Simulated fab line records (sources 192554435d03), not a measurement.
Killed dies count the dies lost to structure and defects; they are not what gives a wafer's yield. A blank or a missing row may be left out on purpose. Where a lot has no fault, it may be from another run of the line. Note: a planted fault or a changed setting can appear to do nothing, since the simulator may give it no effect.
What tool caused it? | flow n5 finfet | 24 lots with 72 wafers sampled at 3 steps, on a route of 1938 steps

WHAT THE GAUGES SHOWED, per wafer
N5_BEOL_M1_OVL_MEAS_29.
lot  | measured     | on         | V0_OVL (nm)
L074 | day 6 02:24  | overlay-02 | -1.5 -1.1 -0.8
L075 | day 6 10:01  | overlay-01 | -0.2 0.5 0.0
L076 | day 6 14:10  | overlay-02 | 0.1 0.3 1.6
L078 | day 6 21:14  | overlay-01 | -0.4 -0.6 0.0
L077 | day 6 21:53  | overlay-02 | -0.8 -1.3 -0.3
L079 | day 7 08:30  | overlay-01 | 0.2 -0.8 -0.2
L080 | day 7 22:14  | overlay-01 | 0.3 -0.9 -1.7
L081 | day 8 00:44  | overlay-01 | -0.1 -0.1 0.0
L082 | day 8 04:51  | overlay-02 | -0.5 0.1 -1.3
L084 | day 8 08:19  | overlay-01 | -1.2 -1.6 -0.5
L083 | day 8 10:49  | overlay-01 | 0.5 0.2 -0.3
L085 | day 8 19:05  | overlay-01 | 0.2 -0.1 -0.5
L086 | day 9 00:56  | overlay-01 | 0.7 0.3 0.8
L087 | day 9 07:43  | overlay-02 | -1.2 -1.5 -0.4
L088 | day 9 23:37  | overlay-01 | 0.2 -0.4 -1.7
L089 | day 10 00:10 | overlay-02 | -0.5 -1.5 -0.8
L090 | day 10 00:19 | overlay-01 | -0.9 -0.7 -0.5
L091 | day 10 04:35 | overlay-01 | -0.8 -0.8 -0.2
L092 | day 10 11:19 | overlay-02 | -0.4 1.0 0.3
L093 | day 11 03:46 | overlay-02 | -0.4 -1.0 -2.2
L095 | day 11 13:19 | overlay-01 | 1.0 -1.2 0.0
L094 | day 11 13:33 | overlay-02 | -1.1 0.3 0.1
L096 | day 12 01:48 | overlay-02 | -0.5 -0.1 0.6
L097 | day 12 04:41 | overlay-02 | -1.3 0.4 -0.3

N5_BEOL_M1_INSPECT_30: inspects for defects (brightfield).
lot  | measured     | on                | raw defect count
L074 | day 6 02:28  | defect inspect-02 | 439 281 542
L075 | day 6 10:04  | defect inspect-01 | 301 463 574
L076 | day 6 14:13  | defect inspect-01 | 619 516 522
L078 | day 6 21:17  | defect inspect-01 | 609 579 325
L077 | day 6 21:56  | defect inspect-02 | 372 302 288
L079 | day 7 08:33  | defect inspect-02 | 300 375 371
L080 | day 7 22:17  | defect inspect-02 | 450 486 360
L081 | day 8 00:47  | defect inspect-01 | 477 449 441
L082 | day 8 04:55  | defect inspect-02 | 382 396 380
L084 | day 8 08:23  | defect inspect-02 | 374 307 272
L083 | day 8 10:52  | defect inspect-01 | 475 575 429
L085 | day 8 19:08  | defect inspect-02 | 622 390 498
L086 | day 9 01:00  | defect inspect-01 | 360 391 386
L087 | day 9 07:47  | defect inspect-02 | 299 231 527
L088 | day 9 23:40  | defect inspect-02 | 350 447 362
L089 | day 10 00:14 | defect inspect-01 | 567 590 342
L090 | day 10 00:22 | defect inspect-01 | 542 573 560
L091 | day 10 04:38 | defect inspect-02 | 479 601 443
L092 | day 10 11:23 | defect inspect-02 | 474 441 454
L093 | day 11 03:50 | defect inspect-01 | 413 398 379
L095 | day 11 13:22 | defect inspect-01 | 360 465 411
L094 | day 11 13:36 | defect inspect-01 | 356 387 383
L096 | day 12 01:51 | defect inspect-02 | 329 429 317
L097 | day 12 04:44 | defect inspect-02 | 497 487 353

WHAT TOOL EACH LOT RAN ON (gives the tool, then ch and the chambers of the sampled wafers, and finally the start)
lot  | N5_BEOL_M1_STRIP_19
L074 | rie diel-01 ch 1,2, day 6 01:59
L075 | rie diel-04 ch 1,2, day 6 09:28
L076 | rie diel-01 ch 1,2,3, day 6 13:44
L078 | rie diel-03 ch 0,3, day 6 20:41
L077 | rie diel-04 ch 0,1, day 6 21:27
L079 | rie diel-04 ch 1,2, day 7 08:04
L080 | rie diel-01 ch 0,1, day 7 21:49
L081 | rie diel-01 ch 0,1,3, day 8 00:19
L082 | rie diel-03 ch 0,1, day 8 04:26
L084 | rie diel-03 ch 1,3, day 8 07:53
L083 | rie diel-04 ch 1,2, day 8 10:23
L085 | rie diel-04 ch 0,1,2, day 8 18:32
L086 | rie diel-04 ch 0,1,2, day 9 00:31
L087 | rie diel-03 ch 1,2,3, day 9 07:18
L088 | rie diel-04 ch 1,2, day 9 23:11
L089 | rie diel-01 ch 0,1,3, day 9 23:38
L090 | rie diel-03 ch 0,3, day 9 23:52
L091 | rie diel-03 ch 1,2, day 10 04:10
L092 | rie diel-03 ch 2,3, day 10 10:43
L093 | rie diel-01 ch 1,2,3, day 11 03:21
L095 | rie diel-01 ch 1,2, day 11 12:50
L094 | rie diel-03 ch 1,2,3, day 11 13:08
L096 | rie diel-03 ch 2,3, day 12 01:22
L097 | rie diel-04 ch 0,1,3, day 12 04:16
- N5_BEOL_M1_STRIP_19: strips in O2.

AS READ BY THE TOOLS THEMSELVES (means over the sampled wafers that have a number; for cases with no such wafer, the mark the record gives instead)
N5_BEOL_M1_STRIP_19.
lot  | tool        | drypump motor current A (A) | oes product au (a.u.) | rf vpp V (V) | showerhead plenum p Torr (Torr) | throttle valve pct (%)
L074 | rie diel-01 | 5.8                         | 0.84                  | 3.6          | 2.18                            | 16.41
L075 | rie diel-04 | 5.8                         | 0.75                  | 3.7          | 2.13                            | 16.74
L076 | rie diel-01 | 5.6                         | 0.83                  | 3.6          | 2.15                            | 16.53
L078 | rie diel-03 | 4.9                         | 0.83                  | 3.5          | 2.02                            | 16.83
L077 | rie diel-04 | 5.8                         | 0.74                  | 3.6          | 2.12                            | 16.68
L079 | rie diel-04 | 5.8                         | 0.75                  | 3.5          | 2.13                            | 16.74
L080 | rie diel-01 | 5.6                         | 0.88                  | 3.3          | 2.24                            | 16.34
L081 | rie diel-01 | 5.5                         | 0.89                  | 3.3          | 2.20                            | 16.48
L082 | rie diel-03 | 5.4                         | 0.76                  | 3.6          | 2.03                            | 16.82
L084 | rie diel-03 | 5.1                         | 0.87                  | 3.4          | 2.07                            | 16.71
L083 | rie diel-04 | 5.8                         | 0.79                  | 3.1          | 2.08                            | 16.56
L085 | rie diel-04 | 5.8                         | 0.73                  | 3.6          | 2.11                            | 16.71
L086 | rie diel-04 | 5.7                         | 0.73                  | 3.3          | 2.11                            | 16.73
L087 | rie diel-03 | 5.3                         | 0.84                  | 3.5          | 2.13                            | 16.77
L088 | rie diel-04 | 5.7                         | 0.77                  | 3.6          | 2.08                            | 16.59
L089 | rie diel-01 | 5.5                         | 0.86                  | 3.4          | 2.20                            | 16.50
L090 | rie diel-03 | 5.0                         | 0.74                  | 3.7          | 2.00                            | 16.94
L091 | rie diel-03 | 5.6                         | 0.83                  | 3.8          | 2.18                            | 16.82
L092 | rie diel-03 | 5.2                         | 0.82                  | 3.6          | 2.15                            | 16.91
L093 | rie diel-01 | 5.6                         | 0.88                  | 4.0          | 2.14                            | 16.45
L095 | rie diel-01 | 5.9                         | 0.87                  | 3.7          | 2.17                            | 16.32
L094 | rie diel-03 | 5.4                         | 0.81                  | 3.7          | 2.12                            | 16.80
L096 | rie diel-03 | 5.0                         | 0.80                  | 3.6          | 2.09                            | 16.91
L097 | rie diel-04 | 6.0                         | 0.82                  | 3.5          | 2.05                            | 16.55

THE ANSWER, worked out from the rows above alone
Rule: the usual values come from the lots themselves. Put in order of their means at a reading, lots are off if they are a third of the lots or fewer, leave a main group of 4 or more, and stand apart from it by a gap of 3 or more times the standard deviation of the main group's means; of several such gaps the widest counts. If all means in a main group match to the digits the tables above print for the reading, that group is not used. A lot without any number at a reading at which 4 lots or more have one is off too. All remaining lots with rows at the step are treated as sound. Order of review: gauges by route order, followed by the tools' own readings, for which a lot's mean as printed above is used. At the first step where some lot is off, the reading lying furthest off is the one used; lots without a number count as furthest.
No lot is off at any reading shown: from this, nothing can be told.

WHAT THE SIMULATOR PUT IN
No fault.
